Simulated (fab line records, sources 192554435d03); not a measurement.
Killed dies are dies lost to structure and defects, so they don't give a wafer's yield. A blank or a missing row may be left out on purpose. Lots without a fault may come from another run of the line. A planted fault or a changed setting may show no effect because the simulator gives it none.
fab line records | flow n5_finfet
record lots=10 wafers=28 last_day=18
route steps=1938 shown BEOL_M1@769 BEOL_M4@1111
lots that met no fault: from a run of the same line without faults
start_h: hours from the record's first day to the start of the lot's first wafer shown | wait_h: hours since the lot's step before | " the same as in the row above | L1.1+2: a row that stands for several wafers | - no value, or no start given | * or withheld: withheld | < > ~ a bound
route shown NAME@n: a module of which the file shows steps, and the number in the route of the first | usual: mean/standard deviation of fault-free wafers | same: alike in all rows | chamber/n: place in a boat | sites: the reading at each site | _std_site: their standard deviation | _edge_site: outer sites' mean less inner sites' | radius_mm: how far each site lies from the wafer's centre | mask NAME#n: copy n | behind: the tool/chamber that last shaped the wafer | hold: why the lot was held/for how many hours/how that ended | device: the transistor (n, p or np) that didn't switch | end of line: the same wafers' tests at the end of the route | a step without rows: its recipe alone | killed: dies lost to structure and defects at the first sort, not the wafer's yield | map: a wafer's dies, x killed, . not, _ none there
set.NAME: the setting as run; set.NAME@STEP: as run at that earlier step | model.NAME: the simulator's own value behind a step, which no gauge read
steps of the route over a sample of lots; a table a step, a row a wafer
services: from which hour (start_h, from the record's first day; less than 0 if before it) a tool's chamber was out of use, for how many hours, and why
## steps
# step N5_BEOL_M1_ETCH_63
# recipe chemistry=CF4 target=SiARC target_depth_a=156 mask_material=CAR-EUV time_s=26 ion_energy_ev=80 pressure_mtorr=40 source_w=545 bias_w=36 Ar_flow_sccm=100 cf4_flow_sccm=100 ends=cleared
# usual drypump_motor_current_A=5.8/0.46 etch_rf_on_time_s=26.1/0.62 oes_product_au=0.61/0.031 rf_vpp_V=184.2/1.1 showerhead_plenum_p_Torr=2.17/0.063 throttle_valve_pct=15.70/0.19
# columns lot.wafer tool chamber start_h wait_h drypump_motor_current_A etch_rf_on_time_s oes_product_au rf_hours_counter_h rf_vpp_V showerhead_plenum_p_Torr throttle_valve_pct
L577.1 rie_diel-03 2 122.58 0.0 5.7 26.8 0.68 85 185.9 2.17 15.79
L577.2 " 0 " " 5.9 26.9 0.62 167 184.3 2.23 15.62
L577.5 " 3 " " 5.9 25.7 0.60 - 183.5 2.23 16.05
L578.3 rie_diel-06 3 127.72 0.0 5.2 26.2 0.64 189 182.5 2.06 15.77
L578.4 " 1 " " 5.7 26.2 0.60 - 184.1 2.22 15.51
L578.5 " 3 " " 5.2 26.3 0.64 - 182.9 2.06 15.77
L579.1 rie_diel-03 0 130.36 0.0 5.9 26.9 0.61 169 186.1 2.23 15.62
L579.2 " 2 " " 5.6 26.8 0.68 87 184.3 2.17 15.78
L579.3 " 3 " " 5.9 26.0 0.59 203 183.2 2.22 16.04
L580.3 rie_diel-03 0 136.96 0.0 5.9 27.0 0.61 172 186.8 2.23 15.64
L580.4 " 2 " " 5.6 26.9 0.67 - 185.7 2.17 15.80
L580.5 " 0 " " 5.9 27.0 0.62 - 186.2 2.23 15.62
L582.2 rie_diel-03 3 151.94 0.0 5.9 25.9 0.59 212 185.1 2.22 16.06
L582.3 " 0 " " 5.9 26.9 0.60 178 184.8 2.23 15.64
L582.4 " 3 " " 5.9 25.6 0.59 - 185.3 2.22 16.06
L588.1 rie_diel-06 3 186.37 0.0 5.2 25.5 0.63 205 182.4 2.06 15.79
L588.2 " 2 " " 6.7 26.0 0.66 135 183.6 2.08 15.67
L588.6 " 0 " " 5.7 26.9 0.59 - 183.8 2.19 15.44
L593.4 rie_diel-05 0 217.90 0.0 5.3 24.2 0.66 166 184.1 2.23 15.49
L593.5 " 2 " " 6.3 26.0 0.62 - 183.9 2.20 15.46
L593.6 " 1 " " 5.1 26.8 0.59 - 185.7 2.22 15.88
L597.2 rie_diel-05 3 243.36 0.0 6.0 25.3 0.58 240 183.9 2.12 15.86
L597.3 " 2 " " 6.3 26.3 0.61 220 185.1 2.19 15.49
L597.4 " 0 " " 5.3 24.2 0.66 171 186.3 2.23 15.49
L598.4 rie_diel-06 0 251.56 0.0 5.7 26.8 0.59 219 184.6 2.18 15.48
L598.5 " 3 " " 5.2 25.1 0.63 - 183.2 2.05 15.83
L599.1 rie_diel-03 2 279.36 0.0 5.6 27.1 0.64 129 184.5 2.15 15.87
L599.3 " 1 " " 6.4 26.0 0.57 257 184.9 2.18 15.81
# step N5_BEOL_M1_CD_MEAS_18
# recipe pitch_nm=36 target_cd_nm=18
# usual cd_nm=18.0/0.48
# columns lot.wafer tool chamber start_h wait_h cd_nm
L577.1 cd_sem-01 - 123.01 0.0 18.1
L577.2 " - " " 18.4
L577.5 " - " " 18.8
L578.3 cd_sem-03 - 128.10 0.1 17.7
L578.4 " - " " 18.3
L578.5 " - " " 17.3
L579.1 cd_sem-03 - 130.74 0.0 17.9
L579.2 " - " " 18.5
L579.3 " - " " 18.3
L580.3 cd_sem-01 - 137.34 0.1 18.5
L580.4 " - " " 18.2
L580.5 " - " " 18.3
L582.2 cd_sem-03 - 152.32 0.1 18.7
L582.3 " - " " 17.7
L582.4 " - " " 18.6
L588.1 cd_sem-02 - 186.76 0.0 18.1
L588.2 " - " " 17.8
L588.6 " - " " 17.7
L593.4 cd_sem-03 - 218.29 0.1 17.5
L593.5 " - " " 17.8
L593.6 " - " " 18.0
L597.2 cd_sem-01 - 243.74 0.1 18.1
L597.3 " - " " 18.2
L597.4 " - " " 18.3
L598.4 cd_sem-03 - 252.35 0.1 18.1
L598.5 " - " " 18.3
L599.1 cd_sem-01 - 279.86 0.0 17.8
L599.3 " - " " 18.5
# step N5_BEOL_M1_ALD_98
# recipe material=SiO2 target_thk_a=25 temp_c=100 ald_precursor_family=BDEAS ald_co_reactant=O2-plasma pulse_time_s=1 co_reactant_pulse_time_s=1 purge_time_s=2 co_reactant_purge_time_s=2 ald_cycles=17 pressure_torr=2
# usual heater_power_w=77/11 precursor_pulse_height_rel=0.999/0.021 susceptor_temp_C=100.02/0.13
# columns lot.wafer tool chamber start_h wait_h heater_power_w precursor_pulse_height_rel susceptor_temp_C
L577.1 ald_sin-03 2 124.08 0.4 66 0.974 100.24
L577.2 " 0 " " 70 1.016 99.90
L577.5 " 1 " " 73 0.984 99.96
L578.3 ald_sin-02 1 128.81 0.1 83 1.000 100.18
L578.4 " 0 " " 102 0.989 100.07
L578.5 " 0 " " 103 0.995 99.84
L579.1 ald_sin-03 2 131.32 0.1 67 1.035 100.08
L579.2 " 0 " " 71 1.004 100.01
L579.3 " 3 " " 86 0.975 99.92
L580.3 ald_sin-02 0 138.17 0.1 99 0.992 99.96
L580.4 " 1 " " 82 0.992 100.01
L580.5 " 0 " " 99 1.006 99.95
L582.2 ald_sin-03 3 152.99 0.1 84 1.030 100.19
L582.3 " 1 " " 77 0.994 100.10
L582.4 " 2 " " 66 0.974 100.07
L588.1 ald_sin-02 0 188.22 0.8 95 1.011 97.75
L588.2 " 1 " " 80 0.993 97.56
L588.6 " 1 " " 81 0.991 97.43
L593.4 ald_sin-02 1 218.90 0.1 80 1.036 97.60
L593.5 " 3 " " 68 0.983 97.82
L593.6 " 2 " " 57 1.009 97.69
L597.2 ald_sin-03 0 244.33 0.1 74 1.004 99.92
L597.3 " 1 " " 73 1.005 100.06
L597.4 " 2 " " 62 0.983 100.19
L598.4 ald_sin-01 1 253.76 0.1 64 0.969 99.92
L598.5 " 2 " " 88 0.967 99.89
L599.1 ald_sin-03 2 281.06 0.7 62 1.008 99.95
L599.3 " 1 " " 73 0.974 100.06
# step N5_BEOL_M1_STRIP_97
# recipe chemistry=N2/H2 time_s=10 power_w=450 temp_c=40 pressure_mtorr=20 rf_frequency_hz=6e+07 bias_power_w=7 n2_flow_sccm=200 h2_flow_sccm=200
# usual drypump_motor_current_A=5.8/0.43 n2_flow_sccm=200.0/0.56 oes_product_au=0.72/0.041 rf_vpp_V=59.3/0.76 showerhead_plenum_p_Torr=2.59/0.076 throttle_valve_pct=24.0/0.37
# same time_s=10
# columns lot.wafer tool chamber start_h wait_h drypump_motor_current_A n2_flow_sccm oes_product_au rf_hours_counter_h rf_vpp_V showerhead_plenum_p_Torr throttle_valve_pct
L577.1 rie_diel-03 3 - - 5.9 200.6 0.70 202 59.5 2.65 24.6
L577.2 " 2 " " 5.6 199.2 0.80 86 60.2 2.58 24.0
L577.5 " 2 " " 5.6 199.1 0.80 - 59.0 2.58 24.0
L578.3 rie_diel-03 3 - - 5.9 199.4 0.70 203 60.2 2.65 24.6
L578.4 " 3 " " 5.9 199.6 0.69 - 60.1 2.65 24.6
L578.5 " 2 " " 5.6 200.3 0.80 - 59.4 2.58 24.0
L579.1 rie_diel-03 0 - - 5.9 199.4 0.73 170 59.5 2.65 24.1
L579.2 " 3 " " 5.9 199.2 0.70 204 60.3 2.65 24.6
L579.3 " 2 " " 5.7 200.1 0.80 88 60.6 2.58 24.0
L580.3 rie_diel-03 2 - - 5.7 200.2 0.79 91 59.0 2.58 24.0
L580.4 " 3 " " 5.9 200.6 0.70 - 59.0 2.65 24.6
L580.5 " 2 " " 5.6 199.8 0.79 - 58.8 2.58 24.0
L582.2 rie_diel-06 0 - - 5.7 200.5 0.71 188 59.9 2.63 23.6
L582.3 " 3 " " 5.2 199.9 0.74 195 58.4 2.40 23.5
L582.4 " 1 " " 5.7 199.2 0.69 195 59.8 2.61 23.3
L588.1 rie_diel-03 1 - - 6.4 199.9 0.69 234 59.8 2.64 24.0
L588.2 " 0 " " 5.9 199.6 0.71 192 58.9 2.64 24.1
L588.6 " 3 " " 5.9 200.3 0.69 - 60.5 2.64 24.6
L593.4 rie_diel-06 2 - - 6.7 199.5 0.78 144 60.3 2.44 23.8
L593.5 " 2 " " 6.7 200.1 0.78 - 58.4 2.44 23.8
L593.6 " 3 " " 5.2 200.7 0.73 - 59.8 2.39 23.5
L597.2 rie_diel-05 0 - - 5.3 199.7 0.75 172 61.0 2.62 23.3
L597.3 " 3 " " 6.0 201.0 0.64 241 59.0 2.51 24.0
L597.4 " 2 " " 6.4 200.3 0.72 221 59.0 2.63 23.9
L598.4 rie_diel-05 0 - - 5.3 199.5 0.74 176 60.4 2.62 23.3
L598.5 " 1 " " 5.1 200.0 0.68 - 59.8 2.64 24.1
L599.1 rie_diel-06 3 - - 5.2 199.7 0.72 238 58.5 2.39 23.5
L599.3 " 1 " " 5.7 199.9 0.68 235 60.0 2.60 23.3
# step N5_BEOL_M4_RC_MEAS_101
# usual DIBL_N=36.2/2.2 DIBL_P=36.5/3 IOFF_N=0.16/0.039 IOFF_P=0.22/0.047 ION_N=675/15 ION_P=463/10 SS_N=71.6/0.71 SS_P=73.4/0.94 VT_N=250/3.6 VT_P=-250/3.9
# columns lot.wafer tool chamber start_h wait_h DIBL_N[mV/V] DIBL_P[mV/V] IOFF_N[nA/um] IOFF_P[nA/um] ION_N[uA/um] ION_P[uA/um] SS_N[mV/dec] SS_P[mV/dec] VT_N[mV] VT_P[mV]
L577.1 prober-01 0 161.40 0.0 32.5 32.4 0.11 0.16 650 452 70.7 72.4 252 -253
L577.2 " 0 " " 36.8 37.7 0.20 0.25 690 468 71.8 74.1 241 -249
L577.5 " 0 " " 35.2 36.3 0.17 0.22 677 463 71.6 72.6 247 -248
L578.3 prober-01 0 167.53 0.3 36.4 33.6 0.14 0.17 661 450 71.7 72.8 251 -255
L578.4 " 0 " " 34.3 31.7 0.12 0.16 666 458 71.3 72.0 249 -254
L578.5 " 0 " " 34.3 31.1 0.12 0.14 654 450 71.8 72.2 251 -253
L579.1 prober-02 0 169.20 0.0 35.0 34.9 0.13 0.22 644 451 71.5 73.5 255 -250
L579.2 " 0 " " 34.3 32.9 0.11 0.16 654 455 70.7 72.8 255 -253
L579.3 " 0 " " 33.8 33.2 0.13 0.18 670 464 70.5 73.0 250 -250
L580.3 prober-02 0 175.91 0.3 35.7 35.8 0.14 0.18 669 452 71.3 74.0 251 -253
L580.4 " 0 " " 41.1 42.1 0.26 0.29 694 470 73.5 75.4 245 -249
L580.5 " 0 " " 35.3 35.4 0.14 0.18 658 455 71.3 73.2 252 -255
L582.2 prober-01 0 189.36 0.2 38.5 39.0 0.20 0.28 687 476 72.4 73.7 247 -245
L582.3 " 0 " " 35.3 35.3 0.14 0.23 662 462 70.6 73.4 249 -245
L582.4 " 0 " " 37.7 37.4 0.18 0.25 690 473 71.3 72.9 246 -245
L588.1 prober-02 0 230.48 0.0 35.6 36.8 0.15 0.21 663 463 71.8 73.6 252 -248
L588.2 " 0 " " 35.6 36.7 0.15 0.20 690 473 71.2 73.7 251 -251
L588.6 " 0 " " 33.2 34.3 0.12 0.18 657 454 70.3 73.6 255 -251
L593.4 prober-02 0 272.44 0.5 36.4 37.1 0.15 0.20 681 471 71.8 73.2 253 -250
L593.5 " 0 " " 36.7 37.5 0.15 0.21 680 474 71.8 73.5 252 -250
L593.6 " 0 " " 33.9 33.5 0.12 0.16 657 453 70.7 72.0 254 -253
L597.2 prober-01 0 286.86 0.2 36.1 37.7 0.18 0.27 673 466 72.0 74.1 249 -245
L597.3 " 0 " " 34.7 35.3 0.15 0.22 683 473 71.0 73.4 249 -248
L597.4 " 0 " " 37.6 37.5 0.20 0.26 681 467 71.9 73.8 244 -247
L598.4 prober-01 0 289.51 0.5 37.0 38.9 0.16 0.22 673 455 71.2 73.2 251 -252
L598.5 " 0 " " 37.9 40.3 0.17 0.23 672 460 72.0 73.9 251 -250
L599.1 prober-02 0 317.23 0.0 42.3 42.9 0.26 0.34 684 467 72.5 76.7 247 -246
L599.3 " 0 " " 34.6 33.3 0.12 0.16 661 457 70.7 73.3 254 -255
## services
# columns tool chamber start_h hours kind
rie_diel-03 0 109.28 3.0 repair
ald_sin-01 0 116.62 14.9 repair
rie_diel-06 0 119.35 10.0 repair
rie_diel-05 0 124.31 6.9 repair
rie_diel-03 1 127.54 46.7 repair
rie_diel-05 3 136.41 7.8 repair
ald_sin-03 - 176.75 14.0 pm
ald_sin-03 0 176.75 14.0 vent_cycle
ald_sin-03 1 176.75 14.0 vent_cycle
ald_sin-03 2 176.75 14.0 vent_cycle
ald_sin-03 3 176.75 14.0 vent_cycle
ald_sin-02 - 181.32 0.4 repair
rie_diel-06 - 182.23 2.8 pm
ald_sin-03 0 190.75 - clean
ald_sin-03 - 192.51 1.3 repair
ald_sin-01 0 201.35 5.4 repair
ald_sin-02 1 209.49 5.5 repair
ald_sin-02 0 217.68 2.5 repair
rie_diel-03 - 242.73 14.6 pm
rie_diel-03 3 279.83 - clean
rie_diel-03 3 279.83 - consumable_replace:focus_ring
rie_diel-03 3 279.83 23.5 scheduled_down
rie_diel-03 3 279.83 23.5 vent_cycle
rie_diel-05 1 282.09 17.6 repair
## key
first_sign step=N5_BEOL_M1_ALD_98 reading=susceptor_temp_C direction=down sigmas=19 usual=* struck=*
effect none on later readings
met_at N5_BEOL_M1_ALD_98
struck_lots L588,L593
not_acting_at N5_BEOL_M1_ETCH_63,N5_BEOL_M1_CD_MEAS_18,N5_BEOL_M1_STRIP_97
onset_between 138.17 188.22
fault kind=process_parameter_drift tool=ald_sin-02 chamber=- onset_h=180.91 steps=N5_BEOL_M1_ALD_98 channel=temp_c offset=* shape=step end_h=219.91 acts_in=* stated=*
